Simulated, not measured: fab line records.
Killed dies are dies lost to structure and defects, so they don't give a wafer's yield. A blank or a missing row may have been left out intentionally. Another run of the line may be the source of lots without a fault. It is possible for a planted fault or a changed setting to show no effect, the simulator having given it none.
fab line records -- flow n5_finfet -- part 1 of 2: steps 1 to 20 of 25
record: lots: 5, wafers: 15, last_day: 15
route steps=1938 shown BEOL_M15@1787
lots with no fault: from the same line, run without faults
start_h: start of the lot's first displayed wafer, in hours after the record's first day -- wait_h: hours elapsed since this lot's preceding step -- " repeats the value in the row above -- L1.1+2: a row that stands for several wafers -- - no value, or no start was given -- * or withheld: withheld -- < > ~ a bound
route shown NAME@n: NAME is a module with steps in the file, n the number in the route of the first one -- usual: mean and standard deviation over wafers with no fault -- same: alike in all rows -- chamber/n: place in a boat -- sites: each site's reading -- _std_site: their standard deviation -- _edge_site: inner sites' mean taken away from outer sites' mean -- radius_mm: how far each site lies from the wafer's centre -- mask NAME#n: copy n -- behind: the tool/chamber that last shaped the wafer -- hold: why the lot was held/for how many hours/how that ended -- device: whichever transistor did not switch (one of n, p or np) -- end of line: the tests these same wafers got at the end of their route -- a step without rows: its recipe alone -- killed: count of dies lost to structure and defects at first sort (not the wafer's yield) -- map: per-die view of a wafer (x killed, . not killed, _ where there is no die)
set.NAME: the setting that was run; set.NAME@STEP: the one run at that earlier step -- model.NAME: the simulator's own value behind a step, which no gauge read
lots at selected steps of the route; one table per step, one row per wafer
services: when a tool's chamber went out of use (start_h, in hours from the record's first day, below 0 if earlier), for how many hours, and the reason
== steps ==
step: N5_BEOL_M15_ETCH_59
recipe: chemistry: N2/H2, target: BARC, target_depth_a: 890, overetch_a: 267, time_s: 67.9, ion_energy_ev: 200, pressure_mtorr: 30, source_w: 840, bias_w: 150, n2_flow_sccm: 200, h2_flow_sccm: 200
usual: drypump_motor_current_A: 5.8/0.54, oes_product_au: 0.68/0.064, rf_vpp_V: 525.2/2.2, showerhead_plenum_p_Torr: 2.59/0.077, throttle_valve_pct: 17.77/0.24
lot.wafer,tool,chamber,start_h,wait_h,drypump_motor_current_A,oes_product_au,rf_hours_counter_h,rf_vpp_V,showerhead_plenum_p_Torr,throttle_valve_pct
L078.1,rie_diel-06,2,270.33,0.0,6.4,0.60,229,519.6,2.40,18.45
L078.3,rie_diel-06,0,270.33,0.0,5.0,0.70,79,528.4,2.67,17.55
L078.6,rie_diel-06,2,270.33,0.0,6.4,0.59,-,520.7,2.40,18.46
L082.1,rie_diel-03,2,288.71,0.0,6.0,0.59,231,525.8,2.62,18.01
L082.4,rie_diel-03,3,288.71,0.0,5.7,0.75,36,525.5,2.60,17.79
L082.6,rie_diel-03,3,288.71,0.0,5.8,0.75,-,524.6,2.60,17.81
L083.2,rie_diel-01,2,299.98,0.0,5.4,0.80,8,525.7,2.61,17.70
L083.3,rie_diel-01,0,299.98,0.0,6.7,0.62,209,525.7,2.62,17.81
L083.6,rie_diel-01,1,299.98,0.0,5.0,0.70,-,526.2,2.69,17.74
L087.1,rie_diel-01,2,327.96,0.0,5.4,0.78,16,525.0,2.60,17.72
L087.3,rie_diel-01,1,327.96,0.0,5.0,0.69,81,527.6,2.69,17.74
L087.6,rie_diel-01,2,327.96,0.0,5.4,0.78,-,526.8,2.60,17.71
L091.3,rie_diel-01,0,343.16,0.0,6.7,0.61,221,524.7,2.61,17.84
L091.5,rie_diel-01,0,343.16,0.0,6.7,0.61,-,527.1,2.61,17.87
L091.6,rie_diel-01,1,343.16,0.0,5.0,0.69,-,527.6,2.69,17.76
step: N5_BEOL_M15_VIA_ETCH_16
recipe: chemistry: C4F8/O2/Ar, target: SiO2, he_inner_torr: 15, he_outer_torr: 30, target_depth_a: 17922, time_s: withheld, ion_energy_ev: 800, pressure_mtorr: 20, source_w: 1905, bias_w: 2040, Ar_flow_sccm: 400, C4F8_flow_sccm: 16, O2_flow_sccm: 12, ends: cleared
usual: drypump_motor_current_A: 5.8/0.53, mfc_ar_sccm: 400.0/1.2, oes_ar_750_au: 0.79/0.078, oes_f_703_au: 0.79/0.079, oes_product_au: 0.72/0.073, rf_vpp_V: 2226/16, showerhead_plenum_p_Torr: 3.50/0.095, throttle_valve_pct: 30.74/0.27
lot.wafer,tool,chamber,start_h,wait_h,drypump_motor_current_A,mfc_ar_sccm,oes_ar_750_au,oes_f_703_au,oes_product_au,rf_vpp_V,showerhead_plenum_p_Torr,throttle_valve_pct
L078.1,rie_diel-06,2,270.38,0.0,6.4,399.1,0.70,0.69,0.63,2186,3.28,31.51
L078.3,rie_diel-06,0,270.38,0.0,5.0,399.1,0.83,0.83,0.75,2214,3.61,30.69
L078.6,rie_diel-06,2,270.38,0.0,6.4,400.3,0.70,0.69,0.63,2184,3.28,31.52
L082.1,rie_diel-03,2,288.76,0.0,6.0,402.7,0.70,0.71,0.64,2242,3.52,30.81
L082.4,rie_diel-03,3,288.76,0.0,5.7,401.6,0.87,0.88,0.79,2223,3.49,30.71
L082.6,rie_diel-03,3,288.76,0.0,5.7,401.5,0.88,0.87,0.79,2224,3.49,30.71
L083.2,rie_diel-01,2,300.04,0.0,5.4,400.9,0.96,0.96,0.86,2244,3.51,30.79
L083.3,rie_diel-01,0,300.04,0.0,6.6,400.8,0.72,0.73,0.65,2232,3.54,30.80
L083.6,rie_diel-01,1,300.04,0.0,5.0,400.2,0.82,0.83,0.74,2204,3.60,30.67
L087.1,rie_diel-01,2,328.01,0.0,5.4,399.1,0.93,0.93,0.84,2244,3.51,30.81
L087.3,rie_diel-01,1,328.01,0.0,5.0,399.8,0.80,0.82,0.73,2203,3.60,30.67
L087.6,rie_diel-01,2,328.01,0.0,5.4,398.9,0.93,0.94,0.84,2245,3.51,30.82
L091.3,rie_diel-01,0,343.22,0.0,6.7,399.4,0.72,0.71,0.64,2230,3.54,30.80
L091.5,rie_diel-01,0,343.22,0.0,6.7,400.2,0.71,0.71,0.64,2231,3.54,30.81
L091.6,rie_diel-01,1,343.22,0.0,5.1,398.4,0.81,0.81,0.72,2203,3.60,30.68
step: N5_BEOL_M15_STRIP_63
recipe: chemistry: O2, power_w: 600, temp_c: 60, pressure_mtorr: 30, rf_frequency_hz: 6e+07, bias_power_w: 0, overash_fraction: 0.3, o2_flow_sccm: 225
usual: drypump_motor_current_A: 5.8/0.54, oes_product_au: 0.79/0.08, rf_vpp_V: 3.6/0.75, showerhead_plenum_p_Torr: 2.14/0.064, throttle_valve_pct: 16.59/0.23
same: overash_fraction: 0.3
lot.wafer,tool,chamber,start_h,wait_h,drypump_motor_current_A,oes_product_au,rf_hours_counter_h,rf_vpp_V,showerhead_plenum_p_Torr,throttle_valve_pct
L078.1,rie_diel-06,2,-,-,6.4,0.71,229,2.1,1.98,17.24
L078.3,rie_diel-06,0,-,-,5.0,0.82,79,4.4,2.22,16.55
L078.6,rie_diel-06,2,-,-,6.4,0.70,-,3.5,1.98,17.23
L082.1,rie_diel-03,2,-,-,6.0,0.69,231,2.4,2.16,16.83
L082.4,rie_diel-03,3,-,-,5.8,0.87,36,3.5,2.14,16.55
L082.6,rie_diel-03,3,-,-,5.7,0.88,-,4.8,2.14,16.57
L083.2,rie_diel-01,2,-,-,5.4,0.95,8,3.9,2.15,16.46
L083.3,rie_diel-01,0,-,-,6.7,0.72,209,2.7,2.16,16.67
L083.6,rie_diel-01,1,-,-,5.0,0.82,-,2.6,2.21,16.60
L087.1,rie_diel-01,2,-,-,5.4,0.93,17,3.8,2.15,16.50
L087.3,rie_diel-01,1,-,-,5.0,0.82,82,3.9,2.21,16.61
L087.6,rie_diel-01,2,-,-,5.4,0.92,-,2.1,2.15,16.48
L091.3,rie_diel-01,0,-,-,6.7,0.71,221,3.8,2.15,16.67
L091.5,rie_diel-01,0,-,-,6.7,0.71,-,2.2,2.15,16.67
L091.6,rie_diel-01,1,-,-,5.0,0.80,-,2.5,2.21,16.59
step: N5_BEOL_M15_STRIP_64
recipe: chemistry: O2, power_w: 600, temp_c: 60, pressure_mtorr: 30, rf_frequency_hz: 6e+07, bias_power_w: 0, overash_fraction: 0.3, o2_flow_sccm: 225
usual: drypump_motor_current_A: 5.8/0.54, oes_product_au: 0.79/0.08, rf_vpp_V: 3.7/0.5, showerhead_plenum_p_Torr: 2.14/0.064, throttle_valve_pct: 16.59/0.23
same: overash_fraction: 0.3
lot.wafer,tool,chamber,start_h,wait_h,drypump_motor_current_A,oes_product_au,rf_hours_counter_h,rf_vpp_V,showerhead_plenum_p_Torr,throttle_valve_pct
L078.1,rie_diel-06,2,-,-,6.4,0.69,229,4.7,1.98,17.24
L078.3,rie_diel-06,0,-,-,5.0,0.82,79,3.0,2.22,16.54
L078.6,rie_diel-06,2,-,-,6.4,0.69,-,4.2,1.98,17.23
L082.1,rie_diel-03,2,-,-,6.0,0.69,231,4.4,2.16,16.83
L082.4,rie_diel-03,3,-,-,5.7,0.87,36,3.3,2.14,16.55
L082.6,rie_diel-03,3,-,-,5.8,0.88,-,3.2,2.14,16.56
L083.2,rie_diel-01,2,-,-,5.4,0.95,8,3.1,2.15,16.46
L083.3,rie_diel-01,0,-,-,6.7,0.73,209,3.4,2.16,16.65
L083.6,rie_diel-01,1,-,-,5.0,0.81,-,3.9,2.21,16.57
L087.1,rie_diel-01,2,-,-,5.4,0.92,17,4.0,2.15,16.50
L087.3,rie_diel-01,1,-,-,5.0,0.80,82,4.4,2.21,16.58
L087.6,rie_diel-01,2,-,-,5.4,0.93,-,3.1,2.15,16.49
L091.3,rie_diel-01,0,-,-,6.7,0.72,221,4.4,2.15,16.68
L091.5,rie_diel-01,0,-,-,6.7,0.72,-,3.8,2.15,16.68
L091.6,rie_diel-01,1,-,-,5.0,0.81,-,3.8,2.21,16.58
step: N5_BEOL_M15_STRIP_65
recipe: chemistry: post_etch_residue_remover, time_s: 60, temp_c: 25, remover_ph: withheld, remover_water_wt_pct: withheld, remover_fluoride_wt_pct: withheld
lot.wafer,tool,chamber,start_h,wait_h
L078.1+3+6,wet_bench-03,"6,7,5",270.73,-
L082.1+4+6,wet_bench-03,"5,6,3",289.11,-
L083.2+3+6,wet_bench-05,"0,5,1",300.39,-
L087.1+3+6,wet_bench-06,"3,0,1",328.36,-
L091.3+5+6,wet_bench-06,"2,7,1",343.57,-
step: N5_BEOL_M15_SRD_66
recipe: time_s: 30, temp_c: 23, rinse_liquid: diw, dry: n2_spin, spin_rpm: 1500, dry_time_s: 30
same: dry_time_s: 30
lot.wafer,tool,chamber,start_h,wait_h
L078.1+3+6,wet_bench-03,"6,7,5",270.75,0.0
L082.1+4+6,wet_bench-03,"5,6,3",289.14,0.0
L083.2+3+6,wet_bench-05,"0,5,1",300.41,0.0
L087.1+3+6,wet_bench-06,"3,0,1",328.38,0.0
L091.3+5+6,wet_bench-06,"2,7,1",343.59,0.0
step: N5_BEOL_M15_CD_MEAS_17
recipe: target_cd_nm: 360, polarity: opening
usual: cd_nm: 361.0/1.7
lot.wafer,tool,chamber,start_h,wait_h,cd_nm
L078.1,cd_sem-03,-,270.79,0.0,360.0
L078.3,cd_sem-03,-,270.79,0.0,361.4
L078.6,cd_sem-03,-,270.79,0.0,360.6
L082.1,cd_sem-03,-,289.18,0.0,363.1
L082.4,cd_sem-03,-,289.18,0.0,362.7
L082.6,cd_sem-03,-,289.18,0.0,363.1
L083.2,cd_sem-02,-,300.45,0.0,360.4
L083.3,cd_sem-02,-,300.45,0.0,358.7
L083.6,cd_sem-02,-,300.45,0.0,360.1
L087.1,cd_sem-02,-,328.42,0.0,358.1
L087.3,cd_sem-02,-,328.42,0.0,360.3
L087.6,cd_sem-02,-,328.42,0.0,360.0
L091.3,cd_sem-01,-,343.63,0.0,359.9
L091.5,cd_sem-01,-,343.63,0.0,358.4
L091.6,cd_sem-01,-,343.63,0.0,359.8
step: N5_BEOL_M15_COAT_56
recipe: resist: SOC, temp_c: 250, time_s: 60, spin_rpm: 1500, resist_thk_nm: 550
usual: exhaust_pa: 44.8/0.85
lot.wafer,tool,chamber,start_h,wait_h,exhaust_pa
L078.1,litho_track-03,0,270.83,0.0,43.6
L078.3,litho_track-03,0,270.83,0.0,44.5
L078.6,litho_track-03,0,270.83,0.0,44.2
L082.1,litho_track-02,0,289.22,0.0,44.9
L082.4,litho_track-02,0,289.22,0.0,44.9
L082.6,litho_track-02,0,289.22,0.0,45.1
L083.2,litho_track-02,0,300.49,0.0,43.8
L083.3,litho_track-02,0,300.49,0.0,45.6
L083.6,litho_track-02,0,300.49,0.0,44.5
L087.1,litho_track-01,0,328.45,0.0,45.0
L087.3,litho_track-01,0,328.45,0.0,46.0
L087.6,litho_track-01,0,328.45,0.0,45.9
L091.3,litho_track-03,0,343.67,0.0,44.0
L091.5,litho_track-03,0,343.67,0.0,43.5
L091.6,litho_track-03,0,343.67,0.0,44.2
step: N5_BEOL_M15_ETCH_57
recipe: chemistry: N2/H2, target: SOC, source_w: 3000, bias_w: 350, time_s: 750, ion_energy_ev: 200, pressure_mtorr: 30, n2_flow_sccm: 200, h2_flow_sccm: 200
usual: drypump_motor_current_A: 5.8/0.54, oes_product_au: 0.79/0.084, rf_vpp_V: 525.2/2.3, showerhead_plenum_p_Torr: 2.59/0.075, throttle_valve_pct: 17.66/0.24
lot.wafer,tool,chamber,start_h,wait_h,drypump_motor_current_A,oes_product_au,rf_hours_counter_h,rf_vpp_V,showerhead_plenum_p_Torr,throttle_valve_pct
L078.1,rie_diel-01,1,270.90,-,5.0,0.83,63,527.8,2.70,17.61
L078.3,rie_diel-01,0,270.90,-,6.7,0.73,198,526.3,2.62,17.71
L078.6,rie_diel-01,3,270.90,-,5.7,0.81,-,520.4,2.46,17.57
L082.1,rie_diel-01,1,289.28,-,5.0,0.83,70,527.4,2.69,17.63
L082.4,rie_diel-01,3,289.28,-,5.7,0.80,98,520.6,2.46,17.58
L082.6,rie_diel-01,3,289.28,-,5.8,0.81,-,521.8,2.46,17.57
L083.2,rie_diel-03,3,300.64,-,5.7,0.87,41,524.2,2.60,17.68
L083.3,rie_diel-03,1,300.64,-,5.9,0.72,227,526.2,2.61,17.92
L083.6,rie_diel-03,2,300.64,-,6.0,0.69,-,527.5,2.62,17.90
L087.1,rie_diel-01,2,328.52,-,5.4,0.92,17,524.1,2.60,17.60
L087.3,rie_diel-01,0,328.52,-,6.7,0.72,216,526.2,2.61,17.72
L087.6,rie_diel-01,1,328.52,-,5.0,0.80,-,528.0,2.69,17.64
L091.3,rie_diel-03,3,343.73,-,5.8,0.85,54,524.1,2.59,17.72
L091.5,rie_diel-03,3,343.73,-,5.8,0.85,-,524.3,2.59,17.72
L091.6,rie_diel-03,2,343.73,-,6.0,0.68,-,525.7,2.61,17.95
step: N5_BEOL_M15_COAT_60
recipe: resist: BARC, temp_c: 205, time_s: 60, spin_rpm: 1500, resist_thk_nm: 89
usual: exhaust_pa: 44.8/0.86
lot.wafer,tool,chamber,start_h,wait_h,exhaust_pa
L078.1,litho_track-01,0,271.40,0.3,44.8
L078.3,litho_track-01,0,271.40,0.3,44.6
L078.6,litho_track-01,0,271.40,0.3,45.4
L082.1,litho_track-03,0,289.78,0.3,44.9
L082.4,litho_track-03,0,289.78,0.3,45.8
L082.6,litho_track-03,0,289.78,0.3,46.3
L083.2,litho_track-01,0,301.14,0.3,46.2
L083.3,litho_track-01,0,301.14,0.3,45.7
L083.6,litho_track-01,0,301.14,0.3,46.0
L087.1,litho_track-02,0,329.02,0.3,43.2
L087.3,litho_track-02,0,329.02,0.3,43.7
L087.6,litho_track-02,0,329.02,0.3,43.7
L091.3,litho_track-01,0,344.23,0.3,44.8
L091.5,litho_track-01,0,344.23,0.3,45.5
L091.6,litho_track-01,0,344.23,0.3,45.0
step: N5_BEOL_M15_COAT_22
recipe: spin_rpm: 1704, resist_thk_nm: 800
usual: exhaust_pa: 45.1/0.77
lot.wafer,tool,chamber,start_h,wait_h,exhaust_pa
L078.1,litho_track-01,0,-,-,44.0
L078.3,litho_track-01,0,-,-,44.8
L078.6,litho_track-01,0,-,-,43.9
L082.1,litho_track-03,0,-,-,46.4
L082.4,litho_track-03,0,-,-,44.8
L082.6,litho_track-03,0,-,-,44.8
L083.2,litho_track-01,0,-,-,44.7
L083.3,litho_track-01,0,-,-,45.1
L083.6,litho_track-01,0,-,-,45.6
L087.1,litho_track-02,0,-,-,44.7
L087.3,litho_track-02,0,-,-,45.1
L087.6,litho_track-02,0,-,-,45.0
L091.3,litho_track-01,0,-,-,47.1
L091.5,litho_track-01,0,-,-,44.7
L091.6,litho_track-01,0,-,-,45.6
step: N5_BEOL_M15_EBR_24
recipe: solvent: PGMEA, ebr_width_mm: 1.5
usual: exhaust_pa: 45.0/0.9
lot.wafer,tool,chamber,start_h,wait_h,exhaust_pa
L078.1,litho_track-01,0,-,-,45.9
L078.3,litho_track-01,0,-,-,46.2
L078.6,litho_track-01,0,-,-,46.2
L082.1,litho_track-03,0,-,-,43.7
L082.4,litho_track-03,0,-,-,43.8
L082.6,litho_track-03,0,-,-,44.6
L083.2,litho_track-01,0,-,-,45.2
L083.3,litho_track-01,0,-,-,45.4
L083.6,litho_track-01,0,-,-,44.8
L087.1,litho_track-02,0,-,-,42.6
L087.3,litho_track-02,0,-,-,44.1
L087.6,litho_track-02,0,-,-,43.3
L091.3,litho_track-01,0,-,-,44.6
L091.5,litho_track-01,0,-,-,44.5
L091.6,litho_track-01,0,-,-,43.8
step: N5_BEOL_M15_SOFTBAKE_23
recipe: temp_c: 130, time_s: 60
usual: exhaust_pa: 45.0/0.78
lot.wafer,tool,chamber,start_h,wait_h,exhaust_pa
L078.1,litho_track-01,0,-,-,45.1
L078.3,litho_track-01,0,-,-,44.0
L078.6,litho_track-01,0,-,-,45.3
L082.1,litho_track-03,0,-,-,43.4
L082.4,litho_track-03,0,-,-,44.5
L082.6,litho_track-03,0,-,-,45.1
L083.2,litho_track-01,0,-,-,44.6
L083.3,litho_track-01,0,-,-,44.5
L083.6,litho_track-01,0,-,-,46.3
L087.1,litho_track-02,0,-,-,45.8
L087.3,litho_track-02,0,-,-,44.6
L087.6,litho_track-02,0,-,-,43.8
L091.3,litho_track-01,0,-,-,45.5
L091.5,litho_track-01,0,-,-,45.0
L091.6,litho_track-01,0,-,-,44.4
step: N5_BEOL_M15_EXPOSE_25
recipe: mask_id: M15, na: 0.8, source_shape: annular, sigma_inner: 0.5, sigma_outer: 0.8, polarization: unpolarized, target_cd_nm: 400, dose_mj: 35.5
same: sigma_outer: 0.8
lot.wafer,tool,chamber,start_h,wait_h,mask
L078.1+3+6,krf_scanner-01,0,271.62,-,M15#0
L082.1+4+6,krf_scanner-02,0,289.88,-,M15#0
L083.2+3+6,krf_scanner-02,0,301.25,-,M15#0
L087.1+3+6,krf_scanner-01,0,329.12,-,M15#0
L091.3+5+6,krf_scanner-01,0,344.34,-,M15#0
step: N5_BEOL_M15_PEB_26
recipe: peb_temp_c: 130, peb_time_s: 90
usual: exhaust_pa: 45.0/0.86
lot.wafer,tool,chamber,start_h,wait_h,exhaust_pa
L078.1,litho_track-02,0,271.68,0.1,46.8
L078.3,litho_track-02,0,271.68,0.1,45.1
L078.6,litho_track-02,0,271.68,0.1,45.6
L082.1,litho_track-03,0,289.94,0.1,45.5
L082.4,litho_track-03,0,289.94,0.1,45.7
L082.6,litho_track-03,0,289.94,0.1,47.3
L083.2,litho_track-02,0,301.30,0.0,44.5
L083.3,litho_track-02,0,301.30,0.0,44.3
L083.6,litho_track-02,0,301.30,0.0,45.3
L087.1,litho_track-01,0,329.18,0.1,44.3
L087.3,litho_track-01,0,329.18,0.1,44.9
L087.6,litho_track-01,0,329.18,0.1,45.2
L091.3,litho_track-02,0,344.39,0.0,45.8
L091.5,litho_track-02,0,344.39,0.0,44.8
L091.6,litho_track-02,0,344.39,0.0,45.8
step: N5_BEOL_M15_DEVELOP_27
recipe: develop_time_s: 45, rinse_liquid: diw, dry: air_spin, dev_temp_c: 21
usual: developer_temp_C: 20.99/0.1, exhaust_pa: 45.0/0.98
lot.wafer,tool,chamber,start_h,wait_h,developer_temp_C,exhaust_pa
L078.1,litho_track-02,0,-,-,20.98,45.8
L078.3,litho_track-02,0,-,-,20.97,44.8
L078.6,litho_track-02,0,-,-,21.02,46.0
L082.1,litho_track-03,0,-,-,20.90,45.5
L082.4,litho_track-03,0,-,-,21.02,44.1
L082.6,litho_track-03,0,-,-,20.98,44.0
L083.2,litho_track-02,0,-,-,20.95,44.5
L083.3,litho_track-02,0,-,-,20.93,46.3
L083.6,litho_track-02,0,-,-,20.87,44.8
L087.1,litho_track-01,0,-,-,21.05,44.8
L087.3,litho_track-01,0,-,-,21.10,45.2
L087.6,litho_track-01,0,-,-,21.08,45.6
L091.3,litho_track-02,0,-,-,21.04,45.3
L091.5,litho_track-02,0,-,-,21.05,45.3
L091.6,litho_track-02,0,-,-,21.05,44.4
step: N5_BEOL_M15_HARDBAKE_32
recipe: temp_c: 130, time_s: 120
usual: exhaust_pa: 45.0/0.85
lot.wafer,tool,chamber,start_h,wait_h,exhaust_pa
L078.1,litho_track-02,0,-,-,45.6
L078.3,litho_track-02,0,-,-,45.6
L078.6,litho_track-02,0,-,-,44.8
L082.1,litho_track-03,0,-,-,43.5
L082.4,litho_track-03,0,-,-,43.5
L082.6,litho_track-03,0,-,-,43.9
L083.2,litho_track-02,0,-,-,44.0
L083.3,litho_track-02,0,-,-,45.2
L083.6,litho_track-02,0,-,-,44.3
L087.1,litho_track-01,0,-,-,44.8
L087.3,litho_track-01,0,-,-,44.6
L087.6,litho_track-01,0,-,-,44.1
L091.3,litho_track-02,0,-,-,43.7
L091.5,litho_track-02,0,-,-,43.6
L091.6,litho_track-02,0,-,-,44.2
step: N5_BEOL_M15_CD_MEAS_28
recipe: target_cd_nm: 407.6, landing_energy_ev: 500, detector: se_inlens
usual: cd_nm: 407.8/1.3
lot.wafer,tool,chamber,start_h,wait_h,cd_nm
L078.1,cd_sem-03,0,271.79,-,409.0
L078.3,cd_sem-03,0,271.79,-,409.3
L078.6,cd_sem-03,0,271.79,-,409.8
L082.1,cd_sem-03,0,290.05,-,408.2
L082.4,cd_sem-03,0,290.05,-,409.1
L082.6,cd_sem-03,0,290.05,-,407.6
L083.2,cd_sem-02,0,301.42,-,408.6
L083.3,cd_sem-02,0,301.42,-,408.1
L083.6,cd_sem-02,0,301.42,-,407.7
L087.1,cd_sem-01,0,329.29,-,406.1
L087.3,cd_sem-01,0,329.29,-,404.4
L087.6,cd_sem-01,0,329.29,-,404.7
L091.3,cd_sem-02,0,344.50,-,408.3
L091.5,cd_sem-02,0,344.50,-,408.9
L091.6,cd_sem-02,0,344.50,-,408.6
step: N5_BEOL_M15_OVL_MEAS_29
recipe: points_per_wafer: 44
usual: M15_OVL: -1/5.2
lot.wafer,tool,chamber,start_h,wait_h,M15_OVL[nm]
L078.1,overlay-01,0,271.82,0.0,-2
L078.3,overlay-01,0,271.82,0.0,7
L078.6,overlay-01,0,271.82,0.0,2
L082.1,overlay-02,0,290.08,0.0,-7
L082.4,overlay-02,0,290.08,0.0,-4
L082.6,overlay-02,0,290.08,0.0,-6
L083.2,overlay-01,0,301.44,0.0,9
L083.3,overlay-01,0,301.44,0.0,-9
L083.6,overlay-01,0,301.44,0.0,-1
L087.1,overlay-02,0,329.32,0.0,6
L087.3,overlay-02,0,329.32,0.0,2
L087.6,overlay-02,0,329.32,0.0,1
L091.3,overlay-02,0,344.53,0.0,2
L091.5,overlay-02,0,344.53,0.0,-7
L091.6,overlay-02,0,344.53,0.0,-3
step: N5_BEOL_M15_INSPECT_30
recipe: mode: adi, inspect_instrument: macro
usual: raw_defect_count: 2.0/1.5
lot.wafer,tool,chamber,start_h,wait_h,raw_defect_count
L078.1,defect_inspect-01,-,271.85,0.0,2
L078.3,defect_inspect-01,-,271.85,0.0,2
L078.6,defect_inspect-01,-,271.85,0.0,1
L082.1,defect_inspect-01,-,290.11,0.0,4
L082.4,defect_inspect-01,-,290.11,0.0,1
L082.6,defect_inspect-01,-,290.11,0.0,3
L083.2,defect_inspect-01,-,301.47,0.0,2
L083.3,defect_inspect-01,-,301.47,0.0,2
L083.6,defect_inspect-01,-,301.47,0.0,2
L087.1,defect_inspect-01,-,329.35,0.0,1
L087.3,defect_inspect-01,-,329.35,0.0,2
L087.6,defect_inspect-01,-,329.35,0.0,0
L091.3,defect_inspect-01,-,344.56,0.0,1
L091.5,defect_inspect-01,-,344.56,0.0,1
L091.6,defect_inspect-01,-,344.56,0.0,3
